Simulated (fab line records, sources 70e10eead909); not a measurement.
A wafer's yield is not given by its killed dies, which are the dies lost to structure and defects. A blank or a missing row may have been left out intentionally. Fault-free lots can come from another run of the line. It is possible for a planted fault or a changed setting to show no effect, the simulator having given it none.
Chamber matching ; flow nandHarc ; rieDiel-10 running NHARC_P_M1_STRIP_18: 3 sister chambers
The step strips in N2/H2. 6 wafers are shown with their chamber, then 5 later ones without.

## WAFERS, EACH WITH ITS CHAMBER
wafer;chamber;drypumpMotorCurrentA (A);oesProductAu (a.u.)
L079.5;2;5.9;0.996
L079.6;1;5.4;1.008
L081.3;1;5.5;1.015
L081.6;0;6.2;0.988
L082.1;0;6.2;0.994
L082.2;2;5.9;0.985

## WAFERS WHOSE CHAMBER IS MISSING
wafer;drypumpMotorCurrentA (A);oesProductAu (a.u.)
L082.6;6.2;0.985
L090.1;5.9;1.016
L090.3;5.5;1.011
L094.1;5.4;1.012
L094.5;5.4;1.023

## EACH ONE'S CHAMBER
wafer;from the rows above;in truth
L082.6;0;0
L090.1;2;2
L090.3;1;1
L094.1;1;1
L094.5;1;1
Correct placement for 5 of the 5. From these rows, 0 cannot be placed. 0 placed wrongly.
How it was worked out, from the rows above alone: a wafer's distance from a chamber is the root of the sum, over the readings, of the square of ((its reading less the chamber's mean) divided by the reading's scatter). The wafer belongs to the nearest chamber; if the next one is less than 2 further off, it can't be placed. A chamber's mean is the mean of its shown wafers. The scatter is the square root of a quotient: the sum, over the shown wafers, of each reading's squared deviation from its chamber's mean, divided by wafers minus chambers.
